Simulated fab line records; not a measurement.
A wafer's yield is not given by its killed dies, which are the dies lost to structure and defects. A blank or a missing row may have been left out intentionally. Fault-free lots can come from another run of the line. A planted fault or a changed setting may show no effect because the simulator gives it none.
Problem report in the 8D (eight disciplines) form, filled by code -- flow n5-finfet -- the parts of the form that need people (team, actions taken, sign-off) are left out

## 1. WHAT IS WRONG
M1_THK at N5_BEOL_M1_THK_MEAS_53 reads a mean of 155.4 nm on 5 wafers of 3 lots; wafers without a fault read 39.9 nm with a standard deviation of 1.5. Relative to the usual mean, that is a shift of +77 standard deviations.
The step: measures by xrf.
Earliest sighting: wafer L882.2 on film-metro-01 at day 7 17:02. The record holds 25 wafers of 9 lots with a number at this step. Rule for "out" (also "out of limits"): further than 4 standard deviations from the usual mean. The other wafers with a number count as sound.

## 2. WHAT IT IS AND WHAT IT IS NOT
question,is,is not
which readings at this step,M1_THK,-
which lots,"L882, L884, L887","L877, L878, L879, L895, L898, L899"
which wafers of those lots,"L882.2, L884.2, L884.3, L887.2, L887.3","L882.1, L882.6"
read on which gauges,"film-metro-01, film-metro-02",-
when,from day 7 17:02,"up to then (11 sound wafers); but 9 sound wafers of L895, L898, L899 came after"

## 3. SUSPECTS, AND WHAT RULES EACH OUT
Counting: any tool at a process step up to the reading remains a suspect provided it ran every lot that is out. Sound lots after the first of them don't rule it out here, since some wafers of a struck lot are sound.
- the gauge at N5_BEOL_M1_THK_MEAS_53 has been ruled out. Those wafers that are out were read across 2 gauges (film-metro-01, film-metro-02).
- pvd-sputter-03 at N5_BEOL_M1_SPUTTER_79 (material Cu, target thk 4.5 nm, time 8.29 s): kept. It processed each lot that is out (first: L882, day 7 14:25); up to then, its last sound lot is L878 (day 6 23:31).
- pvd-sputter-03 at N5_BEOL_M1_ANNEAL_80 (time 240 s): kept. It processed each lot that is out (first: L882, day 7 14:29); up to then, its last sound lot is L878 (day 6 23:36).
- cmp-02 at N5_BEOL_M1_CMP_52 (polishes, stops on SiOC, t overpolish 6.8 s, target thk 40 nm): kept. It processed each lot that is out (first: L882, day 7 16:47); up to then, its last sound lot is L879 (day 7 06:28). Out on those wafers are its own readings of barrier-field-endpoint-s, overpolish-run-s, time-to-endpoint-s.
The count leaves pvd-sputter-03 at N5_BEOL_M1_SPUTTER_79, pvd-sputter-03 at N5_BEOL_M1_ANNEAL_80, and cmp-02 at N5_BEOL_M1_CMP_52.

## 4. THE CAUSE (what the simulator had put in)
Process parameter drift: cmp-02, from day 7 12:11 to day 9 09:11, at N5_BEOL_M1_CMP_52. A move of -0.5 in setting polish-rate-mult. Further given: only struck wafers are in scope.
Of the 3 suspects that counting leaves, this tool is one.

## 5. THE CHAIN OF EFFECTS, in route order
Each row: a reading whose mean over the struck wafers that have a number lies more than 3 standard deviations from the usual. Only readings whose record carries a usual standard deviation are examined. hours: median over the lots of the time between each lot's start at the first step of this table that gives one and its start at this step. sigmas: the change, counted in usual standard deviations.
hours,step,reading,usual,on struck wafers,change,sigmas
0,N5_BEOL_M1_CMP_52,barrier-field-endpoint-s,24.6 s,41.1,+16.5,+29
0,N5_BEOL_M1_CMP_52,overpolish-run-s,6.801 s,0.043,-6.758,-99 or more
0,N5_BEOL_M1_CMP_52,time-to-endpoint-s,63.4 s,81.3,+17.9,+7.5
0,N5_BEOL_M1_THK_MEAS_53,M1_THK,39.9 nm,155.4,+115.5,+77
1,N5_BEOL_M1_INSPECT_59,raw-defect-count,67,1564,+1497,+79
130,N5_PASSIVATION_PROBE_49,defect-limited-yield,91.3 %,0.0,-91.3,-61
130,N5_PASSIVATION_PROBE_49,killed_at_M0_to_M3,35,1108,+1073,+99 or more
130,N5_PASSIVATION_PROBE_49,killed-dies,102,1180,+1078,+60
130,N5_PASSIVATION_PROBE_49,killed-on-rim,13,152,+139,+35
130,N5_PASSIVATION_PROBE_49,sort-n-pass,1078,0,-1078,-60
130,N5_PASSIVATION_PROBE_49,sort-yield-pct,91.3 %,0.0,-91.3,-61
It contains these process steps:
- N5_BEOL_M1_CMP_52: polishes, stops on SiOC, t overpolish 6.8 s, target thk 40 nm.
- N5_PASSIVATION_PROBE_49

## 6. WHAT WOULD HAVE CAUGHT IT SOONER
In this record the first reading out of limits at a measuring or inspecting step was taken at day 7 17:02, 5 hours after the fault began at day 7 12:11.
At N5_BEOL_M1_CMP_52, the tool's own readings (barrier-field-endpoint-s, overpolish-run-s, time-to-endpoint-s) were out on each struck wafer the step has a row for, so an alarm limit on them would have fired on the first such wafer.
L884, L887, from the lots that are out (3), started N5_BEOL_M1_CMP_52 on cmp-02 later than day 7 17:02. A hold on the tool at that time would have spared those 2.
